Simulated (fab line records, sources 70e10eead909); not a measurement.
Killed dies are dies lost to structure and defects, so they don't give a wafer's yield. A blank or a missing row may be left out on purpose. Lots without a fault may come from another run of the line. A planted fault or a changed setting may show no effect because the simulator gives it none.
Which tool did it? | flow nand_harc | 24 lots, 72 wafers sampled, at 6 steps of a route of 1302

WHAT THE GAUGES READ, wafer by wafer
NHARC_A_CHANNEL_HOLE_D1_INSPECT_12. Usual: raw_defect_count 6.1, standard deviation 2.9.
lot  | measured     | on                | raw_defect_count | flag
L074 | day 8 05:40  | defect_inspect-01 | 7 5 5            |
L075 | day 8 18:49  | defect_inspect-02 | 6 4 9            |
L076 | day 9 15:36  | defect_inspect-01 | 6 5 7            |
L077 | day 9 23:16  | defect_inspect-02 | 5 7 7            |
L078 | day 10 01:08 | defect_inspect-02 | 9 6 2            |
L079 | day 10 17:27 | defect_inspect-01 | 8 4 5            |
L080 | day 11 02:08 | defect_inspect-02 | 11 10 8          |
L081 | day 11 02:38 | defect_inspect-01 | 4 3 2            |
L082 | day 12 04:05 | defect_inspect-02 | 11 3 6           |
L083 | day 12 04:14 | defect_inspect-02 | 8 5 5            |
L084 | day 12 16:16 | defect_inspect-01 | 8 4 1            |
L085 | day 13 06:33 | defect_inspect-01 | 15 4 8           |
L086 | day 13 08:59 | defect_inspect-01 | 3 9 5            |
L088 | day 14 09:37 | defect_inspect-02 | 5 7 10           |
L087 | day 14 09:52 | defect_inspect-01 | 3 12 3           |
L089 | day 14 22:15 | defect_inspect-02 | 4 1 4            |
L090 | day 15 03:37 | defect_inspect-02 | 6 3 7            |
L091 | day 15 13:23 | defect_inspect-02 | 6 10 1           |
L092 | day 15 19:07 | defect_inspect-01 | 4 7 5            |
L093 | day 16 11:58 | defect_inspect-02 | 9 9 6            |
L094 | day 16 21:42 | defect_inspect-02 | 9 5 10           |
L095 | day 17 10:05 | defect_inspect-01 | 7 8 4            |
L096 | day 17 10:15 | defect_inspect-02 | 8 4 6            |
L097 | day 17 21:55 | defect_inspect-01 | 8 6 3            |

NHARC_A_CHANNEL_HOLE_D1_CD_MEAS_30. Usual: cd_nm 90.1 nm, standard deviation 1.5.
lot  | measured     | on        | cd_nm (nm)     | flag
L074 | day 8 13:26  | cd_sem-01 | 91.3 89.8 90.5 |
L075 | day 9 01:45  | cd_sem-02 | 88.7 88.7 91.3 |
L076 | day 10 00:25 | cd_sem-01 | 90.9 90.9 90.5 |
L077 | day 10 06:25 | cd_sem-01 | 91.1 90.7 89.4 |
L078 | day 10 08:24 | cd_sem-02 | 92.6 90.8 91.0 |
L079 | day 11 00:40 | cd_sem-01 | 89.4 89.9 90.5 |
L080 | day 11 10:22 | cd_sem-02 | 88.9 88.0 89.9 |
L081 | day 11 11:46 | cd_sem-03 | 90.0 90.1 91.1 |
L082 | day 12 10:58 | cd_sem-03 | 88.9 88.9 91.9 |
L083 | day 12 12:31 | cd_sem-02 | 92.9 89.7 90.2 |
L084 | day 13 02:31 | cd_sem-01 | 87.8 90.9 91.0 |
L085 | day 13 13:18 | cd_sem-01 | 89.9 92.1 89.0 |
L086 | day 13 17:29 | cd_sem-03 | 88.0 90.3 88.1 |
L088 | day 14 17:05 | cd_sem-02 | 89.4 91.2 90.0 |
L087 | day 14 21:06 | cd_sem-03 | 91.4 90.4 90.1 |
L089 | day 15 12:18 | cd_sem-01 | 88.8 87.4 89.4 |
L090 | day 15 10:32 | cd_sem-02 | 89.2 90.9 88.4 |
L091 | day 15 22:59 | cd_sem-03 | 91.8 88.0 88.9 |
L092 | day 16 03:41 | cd_sem-03 | 90.2 90.4 91.6 |
L093 | day 16 18:52 | cd_sem-02 | 91.6 87.2 88.3 |
L094 | day 17 10:59 | cd_sem-01 | 91.0 88.6 86.7 |
L095 | day 17 22:26 | cd_sem-02 | 87.9 91.4 91.7 |
L096 | day 17 18:55 | cd_sem-01 | 92.2 88.9 91.7 |
L097 | day 18 06:45 | cd_sem-02 | 92.2 88.7 90.2 |

WHICH TOOL RAN EACH LOT (tool, then ch and the chambers of the sampled wafers, then the start)
lot  | NHARC_A_CHANNEL_HOLE_D1_ETCH_34               | NHARC_A_CHANNEL_HOLE_D1_ETCH_21  | NHARC_A_CHANNEL_HOLE_D1_ETCH_25  | NHARC_A_CHANNEL_HOLE_D1_ETCH_33
L074 | rie_diel-11 ch 1,2,3, day 8 07:37 or earlier  | har_etch-01 ch 0,1, day 8 07:37  | har_etch-01 ch 0,1, day 8 10:48  | har_etch-01 ch 0,1, day 8 11:53
L075 | rie_diel-11 ch 1,2, day 8 20:33 or earlier    | har_etch-02 ch 0,1, day 8 20:33  | har_etch-02 ch 0,1, day 8 23:06  | har_etch-02 ch 0,1, day 9 00:04
L076 | rie_diel-08 ch 0,3, day 9 16:05               | har_etch-01 ch 0,1, day 9 19:19  | har_etch-01 ch 0,1, day 9 21:47  | har_etch-01 ch 0,1, day 9 22:52
L077 | rie_diel-11 ch 1,2,3, day 10 01:25 or earlier | har_etch-02 ch 0,1, day 10 01:25 | har_etch-02 ch 0,1, day 10 03:56 | har_etch-02 ch 0,1, day 10 04:55
L078 | rie_diel-11 ch 1,2,3, day 10 03:20 or earlier | har_etch-01 ch 0,1, day 10 03:20 | har_etch-01 ch 0,1, day 10 05:48 | har_etch-01 ch 0,1, day 10 06:52
L079 | rie_diel-11 ch 0,1,3, day 10 19:39 or earlier | har_etch-01 ch 0,1, day 10 19:39 | har_etch-01 ch 0,1, day 10 22:11 | har_etch-01 ch 0,1, day 10 23:08
L080 | rie_diel-11 ch 0,1,3, day 11 05:28 or earlier | har_etch-01 ch 0,1, day 11 05:28 | har_etch-01 ch 0,1, day 11 08:11 | har_etch-01 ch 0,1, day 11 08:55
L081 | rie_diel-05 ch 2,3, day 11 06:52 or earlier   | har_etch-02 ch 0,1, day 11 06:52 | har_etch-02 ch 0,1, day 11 09:32 | har_etch-02 ch 0,1, day 11 10:16
L082 | rie_diel-05 ch 0,2,3, day 12 05:49 or earlier | har_etch-01 ch 0,1, day 12 05:49 | har_etch-01 ch 0,1, day 12 08:18 | har_etch-01 ch 0,1, day 12 09:23
L083 | rie_diel-11 ch 0,1, day 12 07:29 or earlier   | har_etch-02 ch 0,1, day 12 07:29 | har_etch-02 ch 0,1, day 12 10:02 | har_etch-02 ch 0,1, day 12 11:00
L084 | rie_diel-11 ch 0,1, day 12 21:31 or earlier   | har_etch-01 ch 0,1, day 12 21:31 | har_etch-01 ch 0,1, day 13 00:02 | har_etch-01 ch 0,1, day 13 01:00
L085 | rie_diel-11 ch 1,2, day 13 08:17 or earlier   | har_etch-02 ch 0,1, day 13 08:17 | har_etch-02 ch 0,1, day 13 10:50 | har_etch-02 ch 0,1, day 13 11:47
L086 | rie_diel-11 ch 1,3, day 13 12:27 or earlier   | har_etch-02 ch 0,1, day 13 12:27 | har_etch-02 ch 0,1, day 13 15:00 | har_etch-02 ch 0,1, day 13 15:59
L088 | rie_diel-11 ch 0,2,3, day 14 11:53 or earlier | har_etch-01 ch 0,1, day 14 11:53 | har_etch-01 ch 0,1, day 14 14:27 | har_etch-01 ch 0,1, day 14 15:25
L087 | rie_diel-08 ch 0,1,3, day 14 15:59 or earlier | har_etch-01 ch 0,1, day 14 15:59 | har_etch-01 ch 0,1, day 14 18:28 | har_etch-01 ch 0,1, day 14 19:32
L089 | rie_diel-11 ch 0,2,3, day 15 02:35 or earlier | har_etch-02 ch 0, day 15 02:35   | har_etch-02 ch 0, day 15 07:34   | har_etch-02 ch 0, day 15 09:43
L090 | rie_diel-11 ch 1,2, day 15 05:17 or earlier   | har_etch-01 ch 0,1, day 15 05:17 | har_etch-01 ch 0,1, day 15 07:46 | har_etch-01 ch 0,1, day 15 08:50
L091 | rie_diel-08 ch 0,1, day 15 17:57 or earlier   | har_etch-01 ch 0,1, day 15 17:57 | har_etch-01 ch 0,1, day 15 20:30 | har_etch-01 ch 0,1, day 15 21:28
L092 | rie_diel-11 ch 0,3, day 15 22:35 or earlier   | har_etch-02 ch 0,1, day 15 22:35 | har_etch-02 ch 0,1, day 16 01:04 | har_etch-02 ch 0,1, day 16 02:09
L093 | rie_diel-11 ch 2,3, day 16 13:51 or earlier   | har_etch-01 ch 0,1, day 16 13:51 | har_etch-01 ch 0,1, day 16 16:31 | har_etch-01 ch 0,1, day 16 17:15
L094 | rie_diel-11 ch 0,1,2, day 17 05:54 or earlier | har_etch-01 ch 0,1, day 17 05:54 | har_etch-01 ch 0,1, day 17 08:22 | har_etch-01 ch 0,1, day 17 09:26
L095 | rie_diel-11 ch 1,3, day 17 17:24 or earlier   | har_etch-02 ch 0,1, day 17 17:24 | har_etch-02 ch 0,1, day 17 19:56 | har_etch-02 ch 0,1, day 17 20:55
L096 | rie_diel-05 ch 1,3, day 17 13:50 or earlier   | har_etch-01 ch 0,1, day 17 13:50 | har_etch-01 ch 0,1, day 17 16:20 | har_etch-01 ch 0,1, day 17 17:23
L097 | rie_diel-05 ch 0,1,2, day 18 01:46 or earlier | har_etch-02 ch 0,1, day 18 01:46 | har_etch-02 ch 0,1, day 18 04:16 | har_etch-02 ch 0,1, day 18 05:14
- NHARC_A_CHANNEL_HOLE_D1_ETCH_34: etches the open film in CF4/CHF3, target depth 154 nm, time 77 s.
- NHARC_A_CHANNEL_HOLE_D1_ETCH_21: etches the open film in C4F8/O2/Ar, time 514.3 s, target depth 1600 nm.
- NHARC_A_CHANNEL_HOLE_D1_ETCH_25: etches the open film in C4F8/O2/Ar, time 1040.2 s, target depth 1500 nm.
- NHARC_A_CHANNEL_HOLE_D1_ETCH_33: etches the open film in C4F8/O2/Ar, time 90 s, target depth 400 nm.

WHAT THE TOOLS THEMSELVES READ (means of the sampled wafers that have a number; where no wafer has one, the mark that the record gives instead)
NHARC_A_CHANNEL_HOLE_D1_ETCH_34. Usual: drypump_motor_current_A 5.7 A, standard deviation 0.38; oes_product_au 0.946 a.u., standard deviation 0.025; rf_vpp_V 370.4 V, standard deviation 2; showerhead_plenum_p_Torr 1.57 Torr, standard deviation 0.051; throttle_valve_pct 16.803 %, standard deviation 0.0092.
lot  | tool        | drypump_motor_current_A (A) | oes_product_au (a.u.) | rf_vpp_V (V) | showerhead_plenum_p_Torr (Torr) | throttle_valve_pct (%) | flag
L074 | rie_diel-11 | 5.5                         | 0.931                 | 371.1        | 1.60                            | 16.790                 |
L075 | rie_diel-11 | 5.4                         | 0.932                 | 372.1        | 1.61                            | 16.808                 |
L076 | rie_diel-08 | 6.3                         | 1.008                 | 369.3        | 1.55                            | 16.804                 |
L077 | rie_diel-11 | 5.5                         | 0.954                 | 371.2        | 1.60                            | 16.802                 |
L078 | rie_diel-11 | 5.4                         | 0.927                 | 370.9        | 1.60                            | 16.805                 |
L079 | rie_diel-11 | 5.6                         | 0.931                 | 371.5        | 1.58                            | 16.795                 |
L080 | rie_diel-11 | 5.6                         | 0.925                 | 370.8        | 1.58                            | 16.793                 |
L081 | rie_diel-05 | 6.2                         | 0.947                 | 367.6        | 1.50                            | 16.799                 |
L082 | rie_diel-05 | 6.1                         | 0.968                 | 367.6        | 1.52                            | 16.797                 |
L083 | rie_diel-11 | 5.8                         | 0.966                 | 369.3        | 1.56                            | 16.803                 |
L084 | rie_diel-11 | 5.8                         | 0.972                 | 370.6        | 1.60                            | 16.800                 |
L085 | rie_diel-11 | 5.7                         | 0.962                 | 372.3        | 1.62                            | 16.809                 |
L086 | rie_diel-11 | 5.5                         | 0.973                 | 371.0        | 1.59                            | 16.808                 |
L088 | rie_diel-11 | 5.4                         | 0.913                 | 370.5        | 1.57                            | 16.808                 |
L087 | rie_diel-08 | 6.2                         | 0.938                 | 371.7        | 1.60                            | 16.810                 |
L089 | rie_diel-11 | 5.4                         | 0.922                 | 370.3        | 1.57                            | 16.806                 |
L090 | rie_diel-11 | 5.4                         | 0.923                 | 372.0        | 1.61                            | 16.802                 |
L091 | rie_diel-08 | 6.1                         | 0.967                 | 373.1        | 1.66                            | 16.802                 |
L092 | rie_diel-11 | 5.5                         | 0.922                 | 370.3        | 1.56                            | 16.808                 |
L093 | rie_diel-11 | 5.3                         | 0.958                 | 371.3        | 1.59                            | 16.805                 |
L094 | rie_diel-11 | 5.6                         | 0.954                 | 371.0        | 1.59                            | 16.808                 |
L095 | rie_diel-11 | 5.6                         | 0.924                 | 371.0        | 1.59                            | 16.805                 |
L096 | rie_diel-05 | 6.2                         | 0.935                 | 367.9        | 1.51                            | 16.793                 |
L097 | rie_diel-05 | 6.0                         | 0.935                 | 369.0        | 1.53                            | 16.803                 |

NHARC_A_CHANNEL_HOLE_D1_ETCH_21. Usual: drypump_motor_current_A 5.6 A, standard deviation 0.46; showerhead_plenum_p_Torr 3.61 Torr, standard deviation 0.13; throttle_valve_pct 32.155 %, standard deviation 0.0094.
lot  | tool        | drypump_motor_current_A (A) | showerhead_plenum_p_Torr (Torr) | throttle_valve_pct (%) | flag
L074 | har_etch-01 | 6.0                         | 3.67                            | 32.144                 |
L075 | har_etch-02 | 5.1                         | 3.59                            | 32.166                 |
L076 | har_etch-01 | 6.0                         | 3.66                            | 32.153                 |
L077 | har_etch-02 | 5.3                         | 3.50                            | 32.149                 |
L078 | har_etch-01 | 5.7                         | 3.60                            | 32.148                 |
L079 | har_etch-01 | 6.0                         | 3.66                            | 32.156                 |
L080 | har_etch-01 | 5.7                         | 3.59                            | 32.160                 |
L081 | har_etch-02 | 5.1                         | 3.57                            | 32.154                 |
L082 | har_etch-01 | 6.0                         | 3.65                            | 32.156                 |
L083 | har_etch-02 | 5.3                         | 3.49                            | 32.154                 |
L084 | har_etch-01 | 5.9                         | 3.64                            | 32.154                 |
L085 | har_etch-02 | 5.3                         | 3.48                            | 32.150                 |
L086 | har_etch-02 | 5.3                         | 3.48                            | 32.154                 |
L088 | har_etch-01 | 5.7                         | 3.57                            | 32.151                 |
L087 | har_etch-01 | 5.7                         | 3.56                            | 32.156                 |
L089 | har_etch-02 | 4.9                         | 3.63                            | 32.155                 |
L090 | har_etch-01 | 5.7                         | 3.56                            | 32.169                 |
L091 | har_etch-01 | 6.0                         | 3.61                            | 32.152                 |
L092 | har_etch-02 | 5.3                         | 3.83                            | 32.150                 |
L093 | har_etch-01 | 5.7                         | 3.55                            | 32.152                 |
L094 | har_etch-01 | 5.7                         | 3.54                            | 32.160                 |
L095 | har_etch-02 | 5.3                         | 3.82                            | 32.156                 |
L096 | har_etch-01 | 5.7                         | 3.54                            | 32.160                 |
L097 | har_etch-02 | 5.3                         | 3.82                            | 32.157                 |

NHARC_A_CHANNEL_HOLE_D1_ETCH_25. Usual: drypump_motor_current_A 5.6 A, standard deviation 0.46; showerhead_plenum_p_Torr 3.60 Torr, standard deviation 0.13; throttle_valve_pct 32.236 %, standard deviation 0.01.
lot  | tool        | drypump_motor_current_A (A) | showerhead_plenum_p_Torr (Torr) | throttle_valve_pct (%) | flag
L074 | har_etch-01 | 6.0                         | 3.67                            | 32.226                 |
L075 | har_etch-02 | 5.1                         | 3.58                            | 32.240                 |
L076 | har_etch-01 | 6.0                         | 3.66                            | 32.232                 |
L077 | har_etch-02 | 5.3                         | 3.50                            | 32.231                 |
L078 | har_etch-01 | 5.7                         | 3.59                            | 32.238                 |
L079 | har_etch-01 | 6.0                         | 3.65                            | 32.237                 |
L080 | har_etch-01 | 5.7                         | 3.58                            | 32.243                 |
L081 | har_etch-02 | 5.1                         | 3.57                            | 32.239                 |
L082 | har_etch-01 | 6.0                         | 3.64                            | 32.241                 |
L083 | har_etch-02 | 5.3                         | 3.48                            | 32.248                 |
L084 | har_etch-01 | 6.0                         | 3.63                            | 32.240                 |
L085 | har_etch-02 | 5.3                         | 3.47                            | 32.242                 |
L086 | har_etch-02 | 5.3                         | 3.47                            | 32.230                 |
L088 | har_etch-01 | 5.7                         | 3.56                            | 32.229                 |
L087 | har_etch-01 | 5.7                         | 3.56                            | 32.235                 |
L089 | har_etch-02 | 4.9                         | 3.62                            | 32.239                 |
L090 | har_etch-01 | 5.7                         | 3.55                            | 32.241                 |
L091 | har_etch-01 | 6.0                         | 3.61                            | 32.236                 |
L092 | har_etch-02 | 5.3                         | 3.82                            | 32.238                 |
L093 | har_etch-01 | 5.7                         | 3.54                            | 32.236                 |
L094 | har_etch-01 | 5.7                         | 3.53                            | 32.244                 |
L095 | har_etch-02 | 5.3                         | 3.82                            | 32.232                 |
L096 | har_etch-01 | 5.7                         | 3.53                            | 32.226                 |
L097 | har_etch-02 | 5.3                         | 3.81                            | 32.246                 |

NHARC_A_CHANNEL_HOLE_D1_ETCH_33. Usual: drypump_motor_current_A 5.6 A, standard deviation 0.46; showerhead_plenum_p_Torr 3.64 Torr, standard deviation 0.13; throttle_valve_pct 27.620 %, standard deviation 0.0086.
lot  | tool        | drypump_motor_current_A (A) | showerhead_plenum_p_Torr (Torr) | throttle_valve_pct (%) | flag
L074 | har_etch-01 | 6.0                         | 3.71                            | 27.614                 |
L075 | har_etch-02 | 5.1                         | 3.63                            | 27.626                 |
L076 | har_etch-01 | 6.0                         | 3.70                            | 27.612                 |
L077 | har_etch-02 | 5.3                         | 3.53                            | 27.621                 |
L078 | har_etch-01 | 5.7                         | 3.63                            | 27.620                 |
L079 | har_etch-01 | 6.0                         | 3.70                            | 27.621                 |
L080 | har_etch-01 | 5.7                         | 3.62                            | 27.615                 |
L081 | har_etch-02 | 5.1                         | 3.61                            | 27.629                 |
L082 | har_etch-01 | 6.0                         | 3.68                            | 27.615                 |
L083 | har_etch-02 | 5.3                         | 3.51                            | 27.627                 |
L084 | har_etch-01 | 5.9                         | 3.68                            | 27.612                 |
L085 | har_etch-02 | 5.3                         | 3.51                            | 27.625                 |
L086 | har_etch-02 | 5.3                         | 3.51                            | 27.625                 |
L088 | har_etch-01 | 5.7                         | 3.60                            | 27.618                 |
L087 | har_etch-01 | 5.7                         | 3.60                            | 27.621                 |
L089 | har_etch-02 | 4.9                         | 3.66                            | 27.622                 |
L090 | har_etch-01 | 5.7                         | 3.59                            | 27.621                 |
L091 | har_etch-01 | 6.0                         | 3.65                            | 27.620                 |
L092 | har_etch-02 | 5.3                         | 3.87                            | 27.614                 |
L093 | har_etch-01 | 5.7                         | 3.58                            | 27.621                 |
L094 | har_etch-01 | 5.7                         | 3.57                            | 27.609                 |
L095 | har_etch-02 | 5.3                         | 3.86                            | 27.625                 |
L096 | har_etch-01 | 5.7                         | 3.57                            | 27.619                 |
L097 | har_etch-02 | 5.3                         | 3.86                            | 27.612                 |

THE ANSWER, worked out from the rows above alone
Rule: a lot is off if the mean of its wafers that have a number lies more than 3 standard deviations from the usual mean. A lot without any number at a reading at which 4 lots or more have one is off too. The other lots that the step has rows for count as sound. The gauges are gone through in route order, then the tools' own readings, and for those a lot's mean is taken as printed above. The first step at which some lot is off is used, and at that step the reading that is off furthest; a lot without a number counts as furthest.
No lot is off at any reading shown: from this, nothing can be told.

WHAT THE SIMULATOR HAD PUT IN
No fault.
